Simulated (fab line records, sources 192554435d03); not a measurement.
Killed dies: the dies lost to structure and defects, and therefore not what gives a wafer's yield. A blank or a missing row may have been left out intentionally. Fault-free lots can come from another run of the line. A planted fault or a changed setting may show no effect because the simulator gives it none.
The tool behind it: which one? / flow n5-finfet / 10 lots, 30 wafers sampled, at 2 steps of a route of 1938

## WHAT THE GAUGES READ, wafer by wafer
N5_PASSIVATION_CD_MEAS_10: the cd target is 3000 nm.
lot=L114; measured=day 12 07:58; on=cd-sem-03; cd-nm (nm)=2999.7 2998.7 2999.4
lot=L115; measured=day 12 13:35; on=cd-sem-03; cd-nm (nm)=2999.7 2997.4 3001.6
lot=L117; measured=day 14 00:23; on=cd-sem-03; cd-nm (nm)=2996.8 2997.6 2999.3
lot=L118; measured=day 14 00:34; on=cd-sem-03; cd-nm (nm)=3000.8 2998.9 3001.2
lot=L120; measured=day 14 04:07; on=cd-sem-02; cd-nm (nm)=3025.2 3026.5 3000.5
lot=L119; measured=day 14 07:05; on=cd-sem-02; cd-nm (nm)=2999.9 3025.2 3027.3
lot=L134; measured=day 17 08:25; on=cd-sem-02; cd-nm (nm)=2996.6 3000.1 3002.0
lot=L133; measured=day 17 18:37; on=cd-sem-01; cd-nm (nm)=2998.2 2999.9 2998.2
lot=L135; measured=day 17 18:40; on=cd-sem-03; cd-nm (nm)=2998.0 2998.5 3002.1
lot=L136; measured=day 18 10:22; on=cd-sem-01; cd-nm (nm)=3001.4 2999.3 3002.4

## EACH LOT AND THE TOOL THAT RAN IT (in order: tool; ch and the chambers of the sampled wafers; start)
lot=L114; N5_PASSIVATION_EXPOSE_07=krf-scanner-02 ch 0, day 12 07:47
lot=L115; N5_PASSIVATION_EXPOSE_07=krf-scanner-02 ch 0, day 12 13:25
lot=L117; N5_PASSIVATION_EXPOSE_07=krf-scanner-01 ch 0, day 14 00:13
lot=L118; N5_PASSIVATION_EXPOSE_07=krf-scanner-01 ch 0, day 14 00:24
lot=L120; N5_PASSIVATION_EXPOSE_07=krf-scanner-01 ch 0, day 14 03:56
lot=L119; N5_PASSIVATION_EXPOSE_07=krf-scanner-01 ch 0, day 14 06:55
lot=L134; N5_PASSIVATION_EXPOSE_07=krf-scanner-01 ch 0, day 17 08:15
lot=L133; N5_PASSIVATION_EXPOSE_07=krf-scanner-01 ch 0, day 17 18:27
lot=L135; N5_PASSIVATION_EXPOSE_07=krf-scanner-01 ch 0, day 17 18:29
lot=L136; N5_PASSIVATION_EXPOSE_07=krf-scanner-02 ch 0, day 18 10:11
- N5_PASSIVATION_EXPOSE_07: exposes mask TV, defocus 0 nm, target cd 3000 nm.

## THE ANSWER, worked out from the rows above alone
Rule: the lots themselves supply what counts as usual. Put in order of their means at a reading, lots are off if they are a third of the lots or fewer, leave a main group of 4 or more, and stand apart from it by a gap of 3 or more times the standard deviation of the main group's means; of several such gaps the widest counts. Not used: any main group whose means are identical at the precision the tables above print for the reading. A lot without any number at a reading at which 4 lots or more have one is off too. Any other lot the step has rows for is counted as sound.
Off: L120, L119, at N5_PASSIVATION_CD_MEAS_10 (cd-nm). The main group has a mean of 2999.5 nm with a standard deviation of 0.88.
A tool fits if, at a process step before that reading, it ran every lot that is off, and no sound lot after the first of them. Those tools and the gauges at N5_PASSIVATION_CD_MEAS_10 are tried in the same way. No candidate that was tried fits.

## WHAT THE SIMULATOR PUT IN
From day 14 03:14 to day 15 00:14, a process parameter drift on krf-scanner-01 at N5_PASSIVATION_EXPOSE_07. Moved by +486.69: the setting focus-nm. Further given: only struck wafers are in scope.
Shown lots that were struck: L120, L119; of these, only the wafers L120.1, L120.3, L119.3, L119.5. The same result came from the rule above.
